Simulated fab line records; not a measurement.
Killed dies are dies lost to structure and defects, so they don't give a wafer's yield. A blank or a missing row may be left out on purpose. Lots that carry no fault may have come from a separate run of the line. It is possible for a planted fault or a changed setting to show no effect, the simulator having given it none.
2 desks, one fault ; flow n5-finfet ; each desk holds nothing but its own numbers, with what lay behind them at the end

== THE TOOL OWNER'S DESK: pvd-sputter-02 ==
The tool's own readings at N5_BEOL_M5_HM_DEP_02 (deposits TiN, target thk 20 nm): means of the sampled wafers that have a number, for each lot that ran on this tool. A lot is out of limits, marked OUT, if its mean lies more than 4 standard deviations from the usual mean; the brackets give that distance.
Columns: A = throttle-valve-pct at N5_BEOL_M5_HM_DEP_02, usual 30.4 %
lot;first seen here;A
L546;day 10 05:02;30.9
L552;day 11 02:19;31.0
L553;day 11 12:19;29.9
L557;day 12 09:49;29.9
This desk's finding: nothing out of limits on any of the 4 lots.

== THE DEFECT DESK ==
Per lot, the means of the sampled wafers with a number show what the inspections along the route counted. A lot is out of limits, marked OUT, if its mean lies more than 4 standard deviations from the usual mean; the brackets give that distance.
Columns: A = raw-defect-count at N5_BEOL_M5_INSPECT_13, usual 426; B = raw-defect-count at N5_BEOL_M5_INSPECT_30, usual 431
lot;first seen here;A;B
L545;day 9 14:28;399;383
L547;day 10 02:10;472;486
L546;day 10 05:31;447;457
L550;day 10 13:09;548;564
L552;day 11 02:55;500;521
L553;day 11 12:55;525;539
L557;day 12 10:18;814;817
L566;day 14 10:35;219;224
L567;day 14 19:16;421;439
This desk's finding: nothing out of limits on any of the 9 lots.

== TAKEN TOGETHER ==
The desk of the tool owner found nothing out of limits.
Nothing out of limits was seen by the defect desk.

== WHAT THE SIMULATOR HAD PUT IN ==
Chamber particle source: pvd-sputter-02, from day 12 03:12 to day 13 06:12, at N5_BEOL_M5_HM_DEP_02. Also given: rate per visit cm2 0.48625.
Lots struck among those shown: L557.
